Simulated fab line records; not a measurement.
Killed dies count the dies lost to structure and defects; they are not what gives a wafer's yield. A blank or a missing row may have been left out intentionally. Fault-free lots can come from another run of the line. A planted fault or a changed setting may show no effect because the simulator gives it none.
A struck lot beside a sound one / flow nand harc / 15 out of 1159 route steps
Sound: the wafers L629.1, L629.5, L629.6. Struck: wafer L635.3. (L635.1, L635.5 of the same lot were not struck and are left out.) The cause comes at the end.
Each step with rows lists, per side, the tool, then ch with its chambers, then its first start. Under that, the readings that differ: sound wafers / struck wafers / difference of the means / sigmas: that difference in standard deviations of wafers without a fault.
alike: readings whose means differ by less than 2 such deviations, and words and numbers that are the same on both sides. not compared: withheld readings, readings that some wafer has no value for, bounds like >300 that may hide the same value, and numbers for which the record gives no deviation and whose values overlap.
The two part at a step that has a row with sigmas, a row that says differs or no value, or rows on one side only. Non-overlapping numbers with no deviation appear without sigmas and do not part them. Lack of a reading on every wafer of one side parts them only where that side has two or more wafers.

first, 8 steps without rows for these wafers: NHARC_A_BONDPAD_HMDS_02 (time 30 s); NHARC_A_BONDPAD_COAT_33 (time 65 s); NHARC_A_BONDPAD_COAT_03 (resist thk 600 nm); NHARC_A_BONDPAD_SOFTBAKE_04 (time 70 s); NHARC_A_BONDPAD_EBR_05; NHARC_A_BONDPAD_EXPOSE_06 (exposes mask A BPAD); NHARC_A_BONDPAD_PEB_07 (peb time 80 s); NHARC_A_BONDPAD_DEVELOP_08 (time 50 s).
NHARC_A_BONDPAD_CD_MEAS_09: the cd target is 500 nm.
  sound on cd sem-02 ch 0, day 21 06:26; struck on cd sem-02 ch 0, day 22 16:31
  alike: cd nm
NHARC_A_BONDPAD_OVL_MEAS_35:
  sound: overlay-02 at day 21 06:31; struck: overlay-02 at day 22 16:36
reading=overlay y nm (nm); sound=4 4 4; struck=-9; difference=-13; sigmas=-2
  alike: overlay x nm
then, 1 step without rows for these wafers: NHARC_A_BONDPAD_HARDBAKE_10 (time 65 s).
NHARC_A_BONDPAD_DESCUM_11: chemistry O2, time 3 s.
  sound on rie diel-06 ch 2,3, day 21 06:38; struck on rie diel-06 ch 1, day 22 16:44
  alike: drypump motor current A, oes product au, rf vpp V, showerhead plenum p Torr, throttle valve pct
  not compared: rf hours counter h
NHARC_A_BONDPAD_ETCH_34: etches the open film in N2/H2, target depth 60 nm, overetch 18 nm, time 65.91 s.
  sound on rie diel-06 ch 0,1,3, day 21 06:44; struck on rie diel-06 ch 0, day 22 16:49
reading=oes product au (a.u.); sound=1.018 0.985 1.001; struck=0.844; difference=-0.157; sigmas=-12
  alike: drypump motor current A, n2 flow sccm, rf vpp V, showerhead plenum p Torr, throttle valve pct
  not compared: rf hours counter h
NHARC_A_BONDPAD_ETCH_12: etches the open film in CHF3/O2, target depth 220 nm, time 110 s.
  sound on rie diel-06 ch 0,3; struck on rie diel-06 ch 1
  alike: drypump motor current A, oes product au, rf vpp V, showerhead plenum p Torr, throttle valve pct
  not compared: rf hours counter h
NHARC_END_SORT_01:
  sound on prober-02 ch 0, day 22 14:10; struck on prober-01 ch 0, day 24 11:20
  alike: defect limited yield, killed at array, killed at other, killed at periphery, killed dies, killed open, killed short, sort_bin_2_pct, sort_bin_3_pct, sort_bin_4_pct, sort n pass, sort rim yield pct, sort yield pct

== WHERE THEY PART ==
First at NHARC_A_BONDPAD_OVL_MEAS_35; last, within this record, at NHARC_A_BONDPAD_ETCH_34. Later steps at which nothing parts them and some readings are alike: NHARC_A_BONDPAD_ETCH_12, NHARC_END_SORT_01.

WHY: whatever the simulator had introduced
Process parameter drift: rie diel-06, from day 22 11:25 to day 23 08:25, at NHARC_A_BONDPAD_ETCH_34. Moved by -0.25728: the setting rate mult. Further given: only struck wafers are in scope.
